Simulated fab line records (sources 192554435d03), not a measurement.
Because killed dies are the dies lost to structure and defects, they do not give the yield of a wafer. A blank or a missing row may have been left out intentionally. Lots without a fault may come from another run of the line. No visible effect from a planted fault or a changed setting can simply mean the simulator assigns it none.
fab line records	flow n5-finfet
record: lots: 7	wafers: 39
route steps=1938 shown BEOL_M9@1446 BEOL_M10@1470 PASSIVATION@1930
start-h: hours from the record's first day to the start of the lot's first wafer shown	wait-h: hours elapsed since this lot's preceding step	" the same as in the row above	L1.1+2: one row covering several wafers at once	- value missing, or start not given	* or withheld: withheld	< > ~ a bound
route shown NAME@n: NAME is a module with steps in the file, n the number in the route of the first one	usual: mean and standard deviation over wafers with no fault	same: alike in all rows	chamber/n: place in a boat	sites: per-site readings	_std_site: the standard deviation of these	_edge_site: outer sites' mean less inner sites'	radius-mm: for every site, how far away it sits from the centre of the wafer	mask NAME#n: copy n	behind: tool/chamber where the wafer was last shaped	hold: what put the lot on hold/how long, in hours/how the hold closed	device: transistor that didn't switch, given as n, p or np	end of line: tests run on the same wafers once the route is complete	a step given without rows: its recipe and nothing more	killed: dies lost to structure and defects at the first sort, not the wafer's yield	map: the dies of a wafer, with x for killed, . for not killed, _ for no die there
set.NAME: setting as actually run; set.NAME@STEP: the setting as run at that earlier step	model.NAME: the simulator's own value behind a step, which no gauge read
lots with deliberately changed settings; one table per step, one row per wafer
== steps ==
step: N5_BEOL_M9_TRENCH_ETCH_37
recipe: chemistry: C4F6/O2	target-depth-a: 1514.3	target: SiCOH_lowk	time-s: 49	ion-energy-ev: 250	pressure-mtorr: 30	source-w: 345	bias-w: 185	Ar_flow_sccm: 300	C4F6_flow_sccm: 10	O2_flow_sccm: 10
lot.wafer	tool	chamber	start-h	wait-h	set.time-s	model.BEOL_M9.feature-depth-nm	model.etch.depth-nm	model.TiN_of_BEOL_M9_HM_DEP_02.thk-nm
L080.1	rie-diel-06	1	-	-	63.72	192.2	192.2	14.8
L080.2	"	2	"	"	63.72	192.8	192.8	15
L080.3	"	3	"	"	49	154.4	154.4	15.6
L080.4	"	0	"	"	49	153.2	153.1	16
L080.5	"	2	"	"	49	149	149.1	16
L080.6	"	3	"	"	63.72	200.6	200.6	14.4
L082.1	rie-diel-03	1	-	-	59.75	186.6	186.5	14.8
L082.2	"	0	"	"	49	152	152	15.4
L082.3	"	3	"	"	49	153.4	153.5	15.2
L082.4	"	3	"	"	59.75	189	188.9	14.6
L082.5	"	0	"	"	59.75	185.4	185.4	14.8
L082.6	"	1	"	"	49	155.6	155.6	15.4
L081.1	rie-diel-03	0	-	-	22.05	69	68.98	18
L081.2	"	3	"	"	49	152.4	152.4	15.6
L081.3	"	2	"	"	49	150.8	150.9	15.8
L081.4	"	1	"	"	22.05	69.6	69.6	18
L081.5	"	0	"	"	22.05	68.4	68.44	18
L081.6	"	3	"	"	49	153	153.1	15.8
L084.1	rie-diel-06	3	-	-	49	151.8	151.9	15.8
L084.2	"	0	"	"	49	150.8	150.8	15.8
L084.3	"	1	"	"	49	146.8	146.8	15.8
L084.4	"	2	"	"	49	146.8	146.8	16
L084.5	"	1	"	"	49	146.2	146.2	16
L084.6	"	2	"	"	49	147.6	147.7	15.8
L087.1	rie-diel-05	2	-	-	61.13	196.6	196.6	14.8
L087.2	"	0	"	"	49	155.8	155.8	15.8
L087.3	"	1	"	"	49	153	153	15.8
L087.4	"	3	"	"	61.13	188	188	14.8
L087.5	"	0	"	"	61.13	194	193.9	14.8
L087.6	"	3	"	"	49	149.8	149.8	15.6
L088.1	rie-diel-03	3	-	-	49	154.8	154.8	16.2
L088.5	"	3	"	"	49	153.6	153.6	16.2
L088.6	"	0	"	"	49	151.8	151.8	15.8
L090.1	rie-diel-03	1	-	-	49	154	154.1	15.4
L090.2	"	3	"	"	62.46	194.2	194.3	14.6
L090.3	"	2	"	"	49	152.4	152.3	15.8
L090.4	"	0	"	"	62.46	192.4	192.3	14.4
L090.5	"	0	"	"	62.46	191	191.1	14.6
L090.6	"	3	"	"	49	152.2	152.1	15.8
step: N5_BEOL_M9_ETCH_41
recipe: chemistry: CH3F/O2	target: SiCN	target-depth-a: 366	taper-deg: 2	time-s: 70.1	ion-energy-ev: 120	mask-material: TiN	pressure-mtorr: 30	source-w: 395	bias-w: 75	Ar_flow_sccm: 150	CH3F_flow_sccm: 30	O2_flow_sccm: 20
step: N5_BEOL_M9_STRIP_80
recipe: chemistry: N2/H2	time-s: 10	power-w: 450	temp-c: 40	pressure-mtorr: 20	rf-frequency-hz: 6e+07	bias-power-w: 7	n2-flow-sccm: 200	h2-flow-sccm: 200
step: N5_BEOL_M9_OCD_MEAS_38
usual: trench-depth-nm: 151.8/3
lot.wafer	tool	chamber	start-h	wait-h	set.time-s@BEOL_M9_TRENCH_ETCH_37	trench-depth-nm
L080.1	ocd-02	-	237.89	-	63.72	192.4
L080.2	"	-	"	"	63.72	192.4
L080.3	"	-	"	"	49	154.4
L080.4	"	-	"	"	49	152.8
L080.5	"	-	"	"	49	149.0
L080.6	"	-	"	"	63.72	201.1
L082.1	ocd-01	-	252.57	-	59.75	186.8
L082.2	"	-	"	"	49	151.8
L082.3	"	-	"	"	49	154.0
L082.4	"	-	"	"	59.75	188.9
L082.5	"	-	"	"	59.75	185.3
L082.6	"	-	"	"	49	155.7
L081.1	ocd-02	-	257.45	-	22.05	68.9
L081.2	"	-	"	"	49	152.0
L081.3	"	-	"	"	49	150.8
L081.4	"	-	"	"	22.05	69.6
L081.5	"	-	"	"	22.05	68.6
L081.6	"	-	"	"	49	152.9
L084.1	ocd-01	-	267.17	-	49	152.5
L084.2	"	-	"	"	49	150.8
L084.3	"	-	"	"	49	146.6
L084.4	"	-	"	"	49	146.9
L084.5	"	-	"	"	49	146.7
L084.6	"	-	"	"	49	147.6
L087.1	ocd-01	-	283.95	-	61.13	196.8
L087.2	"	-	"	"	49	155.7
L087.3	"	-	"	"	49	153.7
L087.4	"	-	"	"	61.13	188.1
L087.5	"	-	"	"	61.13	194.2
L087.6	"	-	"	"	49	149.5
L088.1	ocd-02	-	289.84	-	49	154.7
L088.5	"	-	"	"	49	154.0
L088.6	"	-	"	"	49	152.1
L090.1	ocd-01	-	308.05	-	49	154.6
L090.2	"	-	"	"	62.46	193.7
L090.3	"	-	"	"	49	152.2
L090.4	"	-	"	"	62.46	192.3
L090.5	"	-	"	"	62.46	191.0
L090.6	"	-	"	"	49	152.5
step: N5_BEOL_M9_HM_STRIP_39
recipe: chemistry: peroxide-tin-strip	material: TiN	target-depth-a: 250	temp-c: 50	time-s: 158
step: N5_BEOL_M9_SRD_40
recipe: time-s: 30	temp-c: 23	rinse-liquid: diw	dry: ipa-marangoni
step: N5_BEOL_M9_ECD_50
recipe: material: Cu	target-thk-a: 3180
step: N5_BEOL_M9_ANNEAL_51
recipe: temp-c: 225	time-s: 90	ambient: N2
step: N5_BEOL_M9_CMP_52
recipe: stop-on: SiCOH_lowk	t-overpolish-s: 7	down-force-psi: 1	platen-rpm: 50	clearing-platen-down-force-psi: 1.5	clearing-platen-rpm: 50	post-cmp-clean: cu-alkaline	target-thk-nm: 140	clearing-platen-pad-velocity-m-s: 0.99484	pad-velocity-m-s: 0.99484
lot.wafer	tool	chamber	start-h	wait-h	set.time-s@BEOL_M9_TRENCH_ETCH_37	model.Cu_of_BEOL_M9_ECD_50.thk-nm
L080.3	cmp-04	3	239.82	0.2	49	142.2
L080.1	"	0	"	"	63.72	181.4
L080.4	"	1	"	"	49	139.4
L080.2	"	2	"	"	63.72	180.8
L080.6	"	3	"	"	63.72	188.2
L080.5	"	0	"	"	49	136.6
L082.1	cmp-02	0	255.00	0.3	59.75	177
L082.4	"	1	"	"	59.75	178.6
L082.3	"	2	"	"	49	143.2
L082.2	"	3	"	"	49	141.6
L082.6	"	0	"	"	49	146.2
L082.5	"	1	"	"	59.75	175.4
L081.4	cmp-03	1	260.31	0.1	22.05	57.2
L081.2	"	2	"	"	49	140.2
L081.3	"	3	"	"	49	139.2
L081.1	"	0	"	"	22.05	56.8
L081.6	"	1	"	"	49	142.2
L081.5	"	2	"	"	22.05	55.8
L084.1	cmp-04	3	269.44	0.3	49	138.6
L084.3+4	"	0,2	"	"	49	133.4
L084.2	"	1	"	"	49	138
L084.6	"	3	"	"	49	134.8
L084.5	"	0	"	"	49	135
L087.3	cmp-04	1	286.32	0.2	49	142
L087.1	"	2	"	"	61.13	185.8
L087.4	"	3	"	"	61.13	177
L087.2	"	0	"	"	49	144.4
L087.5	"	1	"	"	61.13	182.4
L087.6	"	2	"	"	49	138
L088.1	cmp-02	2	293.10	0.4	49	144
L088.5	"	3	"	"	49	141.4
L088.6	"	0	"	"	49	141.2
L090.2	cmp-03	0	310.07	0.2	62.46	181.8
L090.1	"	1	"	"	49	142
L090.4	"	2	"	"	62.46	178.8
L090.3	"	3	"	"	49	140.8
L090.6	"	0	"	"	49	138.8
L090.5	"	1	"	"	62.46	179.2
step: N5_BEOL_M9_THK_MEAS_53
recipe: thk-meas-gauge: xrf	reads: Cu_of_BEOL_M9_ECD_50
usual: M9_THK: 141/3.2
lot.wafer	tool	chamber	start-h	wait-h	set.time-s@BEOL_M9_TRENCH_ETCH_37	M9_THK[nm]
L080.1	film-metro-02	-	240.11	-	63.72	182
L080.2	"	-	"	"	63.72	183
L080.3	"	-	"	"	49	143
L080.4	"	-	"	"	49	141
L080.5	"	-	"	"	49	138
L080.6	"	-	"	"	63.72	190
L082.1	film-metro-02	-	255.29	-	59.75	178
L082.2	"	-	"	"	49	142
L082.3	"	-	"	"	49	144
L082.4	"	-	"	"	59.75	180
L082.5	"	-	"	"	59.75	177
L082.6	"	-	"	"	49	147
L081.1	film-metro-02	-	260.60	-	22.05	57
L081.2	"	-	"	"	49	141
L081.3	"	-	"	"	49	140
L081.4	"	-	"	"	22.05	57
L081.5	"	-	"	"	22.05	56
L081.6	"	-	"	"	49	142
L084.1	film-metro-02	-	269.74	-	49	139
L084.2	"	-	"	"	49	139
L084.3	"	-	"	"	49	133
L084.4	"	-	"	"	49	134
L084.5	"	-	"	"	49	135
L084.6	"	-	"	"	49	135
L087.1	film-metro-02	-	286.61	-	61.13	189
L087.2	"	-	"	"	49	148
L087.3	"	-	"	"	49	145
L087.4	"	-	"	"	61.13	180
L087.5	"	-	"	"	61.13	186
L087.6	"	-	"	"	49	140
L088.1	film-metro-01	-	293.29	-	49	144
L088.5	"	-	"	"	49	141
L088.6	"	-	"	"	49	141
L090.1	film-metro-02	-	310.37	-	49	143
L090.2	"	-	"	"	62.46	185
L090.3	"	-	"	"	49	143
L090.4	"	-	"	"	62.46	181
L090.5	"	-	"	"	62.46	181
L090.6	"	-	"	"	49	140
step: N5_BEOL_M9_PRE_CLEAN_55
recipe: gas: NH3	time-s: 15	temp-c: withheld	rf-power-w: 300
step: N5_BEOL_M9_DEP_56
recipe: material: SiCN	target-thk-a: 150	temp-c: withheld	precursor: 3MS/NH3	pressure-torr: 3	rf-w: 202	time-s: 26.5
step: N5_BEOL_M9_RS_MEAS_57
recipe: thk-meas-gauge: four-point-probe	reads: Cu_of_BEOL_M9_ECD_50+Co_of_BEOL_M9_CVD_78+TaN_of_BEOL_M9_ALD_74
usual: M9_RS: 0.151/0.0037
lot.wafer	tool	chamber	start-h	wait-h	set.time-s@BEOL_M9_TRENCH_ETCH_37	M9_RS[ohm/sq]
L080.1	film-metro-02	-	240.25	0.1	63.72	0.114
L080.2	"	-	"	"	63.72	0.114
L080.3	"	-	"	"	49	0.148
L080.4	"	-	"	"	49	0.152
L080.5	"	-	"	"	49	0.155
L080.6	"	-	"	"	63.72	0.110
L082.1	film-metro-02	-	255.43	0.1	59.75	0.117
L082.2	"	-	"	"	49	0.149
L082.3	"	-	"	"	49	0.147
L082.4	"	-	"	"	59.75	0.116
L082.5	"	-	"	"	59.75	0.118
L082.6	"	-	"	"	49	0.144
L081.1	film-metro-02	-	260.74	0.1	22.05	0.431
L081.2	"	-	"	"	49	0.151
L081.3	"	-	"	"	49	0.152
L081.4	"	-	"	"	22.05	0.426
L081.5	"	-	"	"	22.05	0.440
L081.6	"	-	"	"	49	0.148
L084.1	film-metro-02	-	269.87	0.1	49	0.153
L084.2	"	-	"	"	49	0.153
L084.3	"	-	"	"	49	0.159
L084.4	"	-	"	"	49	0.159
L084.5	"	-	"	"	49	0.157
L084.6	"	-	"	"	49	0.157
L087.1	film-metro-01	-	286.75	0.1	61.13	0.111
L087.2	"	-	"	"	49	0.146
L087.3	"	-	"	"	49	0.148
L087.4	"	-	"	"	61.13	0.117
L087.5	"	-	"	"	61.13	0.113
L087.6	"	-	"	"	49	0.153
L088.1	film-metro-01	-	293.42	0.1	49	0.146
L088.5	"	-	"	"	49	0.150
L088.6	"	-	"	"	49	0.149
L090.1	film-metro-02	-	310.54	0.1	49	0.148
L090.2	"	-	"	"	62.46	0.113
L090.3	"	-	"	"	49	0.150
L090.4	"	-	"	"	62.46	0.116
L090.5	"	-	"	"	62.46	0.115
L090.6	"	-	"	"	49	0.152
step: N5_BEOL_M10_ILD_DEP_00
recipe: material: SiCOH_lowk	target-thk-a: 3085.1	temp-c: 300	precursor: DEMS/porogen	pressure-torr: 5	rf-w: 500	time-s: 58
lot.wafer	tool	chamber	start-h	wait-h	set.target-thk-a	model.SiCOH_lowk_of_BEOL_M10_ILD_DEP_00.thk-nm
L080.1	pecvd-03	0	240.31	0.0	3845	384.2
L080.2	"	2	"	"	3845	382.6
L080.3	"	1	"	"	3085.1	310.4
L080.4	"	2	"	"	3845	387.4
L080.5	"	0	"	"	3085.1	312.4
L080.6	"	1	"	"	3085.1	311.2
L082.1	pecvd-01	0	255.49	0.0	1525	149.6
L082.2	"	2	"	"	3085.1	304.8
L082.3	"	1	"	"	1525	151.6
L082.4	"	0	"	"	3085.1	305.8
L082.5	"	2	"	"	3085.1	312.8
L082.6	"	1	"	"	1525	151
L081.1	pecvd-01	1	260.80	0.0	3085.1	312
L081.2	"	2	"	"	3085.1	311.8
L081.3	"	0	"	"	3085.1	310
L081.4	"	2	"	"	3085.1	316.4
L081.5	"	1	"	"	3085.1	316.2
L081.6	"	0	"	"	3085.1	314.2
L084.1	pecvd-01	0	269.94	0.0	3085.1	307.6
L084.2	"	1	"	"	1335	135.6
L084.3	"	2	"	"	1335	139.6
L084.4	"	2	"	"	1335	141
L084.5	"	0	"	"	3085.1	309.2
L084.6	"	1	"	"	3085.1	312
L087.1	pecvd-03	2	286.81	0.0	3085.1	301.6
L087.2	"	1	"	"	1245	127.8
L087.3	"	0	"	"	3085.1	305.4
L087.4	"	2	"	"	1245	124.6
L087.5	"	1	"	"	1245	125.8
L087.6	"	0	"	"	3085.1	307.6
L088.1	pecvd-03	1	293.48	0.0	3085.1	310.8
L088.5	"	1	"	"	3085.1	311.2
L088.6	"	0	"	"	3085.1	308.4
L090.1	pecvd-04	0	310.60	0.0	3085.1	304.6
L090.2	"	2	"	"	3585	355.4
L090.3	"	1	"	"	3585	358.4
L090.4	"	2	"	"	3085.1	309.8
L090.5	"	0	"	"	3585	362.2
L090.6	"	1	"	"	3085.1	310.4
step: N5_BEOL_M10_CURE_71
recipe: temp-c: 385	time-s: 240	ambient: He/Ar	material: SiCOH_lowk
lot.wafer	tool	chamber	start-h	wait-h	set.target-thk-a@BEOL_M10_ILD_DEP_00	model.SiCOH_lowk_of_BEOL_M10_ILD_DEP_00.thk-nm
L080.1	uv-cure-03	0	240.77	0.4	3845	335.2
L080.2	"	0	"	"	3845	333.8
L080.3	"	0	"	"	3085.1	269.6
L080.4	"	0	"	"	3845	338
L080.5	"	0	"	"	3085.1	271.4
L080.6	"	0	"	"	3085.1	270.4
L082.1	uv-cure-02	0	255.57	0.0	1525	128.8
L082.2	"	0	"	"	3085.1	264.8
L082.3	"	0	"	"	1525	130.6
L082.4	"	0	"	"	3085.1	265.6
L082.5	"	0	"	"	3085.1	271.8
L082.6	"	0	"	"	1525	130
L081.1	uv-cure-02	2	260.88	0.0	3085.1	271
L081.2	"	2	"	"	3085.1	270.8
L081.3	"	2	"	"	3085.1	269.2
L081.4	"	2	"	"	3085.1	275
L081.5	"	2	"	"	3085.1	274.8
L081.6	"	2	"	"	3085.1	273
L084.1	uv-cure-01	0	270.01	0.0	3085.1	267.2
L084.2	"	0	"	"	1335	116.6
L084.3	"	0	"	"	1335	120.2
L084.4	"	0	"	"	1335	121.2
L084.5	"	0	"	"	3085.1	268.6
L084.6	"	0	"	"	3085.1	271.2
L087.1	uv-cure-02	2	286.89	0.0	3085.1	261.8
L087.2	"	2	"	"	1245	110
L087.3	"	2	"	"	3085.1	265.2
L087.4	"	2	"	"	1245	107
L087.5	"	2	"	"	1245	108.2
L087.6	"	2	"	"	3085.1	267.2
L088.1	uv-cure-02	1	293.56	0.0	3085.1	270
L088.5	"	1	"	"	3085.1	270.4
L088.6	"	1	"	"	3085.1	267.8
L090.1	uv-cure-01	1	310.68	0.0	3085.1	264.6
L090.2	"	1	"	"	3585	309.6
L090.3	"	1	"	"	3585	312.2
L090.4	"	1	"	"	3085.1	269
L090.5	"	1	"	"	3585	315.6
L090.6	"	1	"	"	3085.1	269.6
step: N5_BEOL_M10_THK_MEAS_01
recipe: reads: SiCOH_lowk_of_BEOL_M10_ILD_DEP_00
usual: M10_ILD_THK: 267/3.8
lot.wafer	tool	chamber	start-h	wait-h	set.target-thk-a@BEOL_M10_ILD_DEP_00	M10_ILD_THK[nm]
L080.1	film-metro-02	-	241.29	0.4	3845	335
L080.2	"	-	"	"	3845	334
L080.3	"	-	"	"	3085.1	270
L080.4	"	-	"	"	3845	338
L080.5	"	-	"	"	3085.1	272
L080.6	"	-	"	"	3085.1	271
L082.1	film-metro-02	-	256.08	0.4	1525	129
L082.2	"	-	"	"	3085.1	265
L082.3	"	-	"	"	1525	131
L082.4	"	-	"	"	3085.1	266
L082.5	"	-	"	"	3085.1	272
L082.6	"	-	"	"	1525	130
L081.1	film-metro-02	-	261.39	0.4	3085.1	271
L081.2	"	-	"	"	3085.1	271
L081.3	"	-	"	"	3085.1	269
L081.4	"	-	"	"	3085.1	275
L081.5	"	-	"	"	3085.1	275
L081.6	"	-	"	"	3085.1	273
L084.1	film-metro-02	-	270.53	0.4	3085.1	267
L084.2	"	-	"	"	1335	117
L084.3	"	-	"	"	1335	120
L084.4	"	-	"	"	1335	121
L084.5	"	-	"	"	3085.1	269
L084.6	"	-	"	"	3085.1	271
L087.1	film-metro-01	-	287.40	0.4	3085.1	262
L087.2	"	-	"	"	1245	110
L087.3	"	-	"	"	3085.1	265
L087.4	"	-	"	"	1245	107
L087.5	"	-	"	"	1245	108
L087.6	"	-	"	"	3085.1	267
L088.1	film-metro-02	-	294.07	0.4	3085.1	270
L088.5	"	-	"	"	3085.1	270
L088.6	"	-	"	"	3085.1	268
L090.1	film-metro-01	-	311.19	0.4	3085.1	264
L090.2	"	-	"	"	3585	310
L090.3	"	-	"	"	3585	312
L090.4	"	-	"	"	3085.1	269
L090.5	"	-	"	"	3585	315
L090.6	"	-	"	"	3085.1	270
step: N5_PASSIVATION_ETCH_54
recipe: chemistry: CHF3/O2	target: SiO2	target-depth-a: 8800	CHF3_flow_sccm: 50	O2_flow_sccm: 5	Ar_flow_sccm: 200	time-s: 440	mask-material: PR	pressure-mtorr: 30	source-w: 650	bias-w: 170	ion-energy-ev: 200
lot.wafer	tool	chamber	start-h	wait-h	set.time-s	model.PASSIVATION.feature-depth-nm	model.etch.depth-nm
L080.1	rie-diel-04	3	297.52	0.1	440	890.2	890.3
L080.2	"	0	"	"	440	894	894
L080.3	"	1	"	"	440	854.8	854.9
L080.4	"	2	"	"	440	884.2	884.1
L080.5	"	1	"	"	440	858.6	858.5
L080.6	"	0	"	"	440	890.4	890.4
L082.1	rie-diel-01	1	306.91	0.1	440	892.6	892.6
L082.2+6	"	2	"	"	440	879.6	879.6
L082.3	"	3	"	"	310.8	630.2	630.2
L082.4	"	3	"	"	310.8	636	636
L082.5	"	1	"	"	310.8	623.4	623.3
L081.1	rie-diel-02	2	307.81	0.1	440	871.6	871.6
L081.2	"	0	"	"	307.8	615.6	615.6
L081.3	"	3	"	"	307.8	624.8	624.7
L081.4	"	1	"	"	307.8	618.4	618.4
L081.5	"	3	"	"	440	897.4	897.4
L081.6	"	0	"	"	440	880	879.9
L084.1	rie-diel-04	0	320.23	0.1	673.5	1365	1365
L084.2	"	1	"	"	673.5	1321	1321
L084.3+5	"	3	"	"	440	881.2	881.2
L084.4	"	2	"	"	440	873.8	873.7
L084.6	"	2	"	"	673.5	1348	1348
L087.1	rie-diel-04	0	338.27	0.1	440	882.4	882.5
L087.2	"	3	"	"	440	880.8	880.7
L087.3	"	2	"	"	440	876.4	876.5
L087.4	"	1	"	"	440	855.4	855.3
L087.5	"	3	"	"	440	875.8	875.8
L087.6	"	0	"	"	440	882.4	882.3
L088.1	rie-diel-01	2	341.87	0.1	440	878.2	878.2
L088.5	"	3	"	"	440	901.2	901.3
L088.6	"	0	"	"	440	881.2	881.2
L090.1	rie-diel-04	3	359.66	0.1	440	881.4	881.4
L090.2	"	0	"	"	681	1373	1373
L090.3	"	1	"	"	440	865.4	865.3
L090.4	"	2	"	"	440	883.8	883.8
L090.5	"	3	"	"	681	1356	1356
L090.6	"	0	"	"	681	1378	1378
== key ==
split: step: N5_BEOL_M9_TRENCH_ETCH_37	setting: time-s	stated: 49	by: wafer
response: step: N5_BEOL_M9_TRENCH_ETCH_37	reading: model.BEOL_M9.feature-depth-nm	change: +1.5	per: 1%	r: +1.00
response: step: N5_BEOL_M9_TRENCH_ETCH_37	reading: model.etch.depth-nm	change: +1.5	per: 1%	r: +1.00
response: step: N5_BEOL_M9_TRENCH_ETCH_37	reading: model.TiN_of_BEOL_M9_HM_DEP_02.thk-nm	change: -0.0391	per: 1%	r: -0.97
response: step: N5_BEOL_M9_OCD_MEAS_38	reading: trench-depth-nm	change: +1.5	per: 1%	r: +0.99
response: step: N5_BEOL_M9_CMP_52	reading: model.Cu_of_BEOL_M9_ECD_50.thk-nm	change: +1.51	per: 1%	r: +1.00
response: step: N5_BEOL_M9_THK_MEAS_53	reading: M9_THK	change: +1.53	per: 1%	r: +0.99
response: step: N5_BEOL_M9_RS_MEAS_57	reading: M9_RS	change: -0.00332	per: 1%	r: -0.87
split: step: N5_BEOL_M10_ILD_DEP_00	setting: target-thk-a	stated: 3085.1	by: wafer
response: step: N5_BEOL_M10_ILD_DEP_00	reading: model.SiCOH_lowk_of_BEOL_M10_ILD_DEP_00.thk-nm	change: +3.03	per: 1%	r: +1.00
response: step: N5_BEOL_M10_CURE_71	reading: model.SiCOH_lowk_of_BEOL_M10_ILD_DEP_00.thk-nm	change: +2.66	per: 1%	r: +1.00
response: step: N5_BEOL_M10_THK_MEAS_01	reading: M10_ILD_THK	change: +2.66	per: 1%	r: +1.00
split: step: N5_PASSIVATION_ETCH_54	setting: time-s	stated: 440	by: wafer
response: step: N5_PASSIVATION_ETCH_54	reading: model.PASSIVATION.feature-depth-nm	change: +8.84	per: 1%	r: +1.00
response: step: N5_PASSIVATION_ETCH_54	reading: model.etch.depth-nm	change: +8.84	per: 1%	r: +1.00
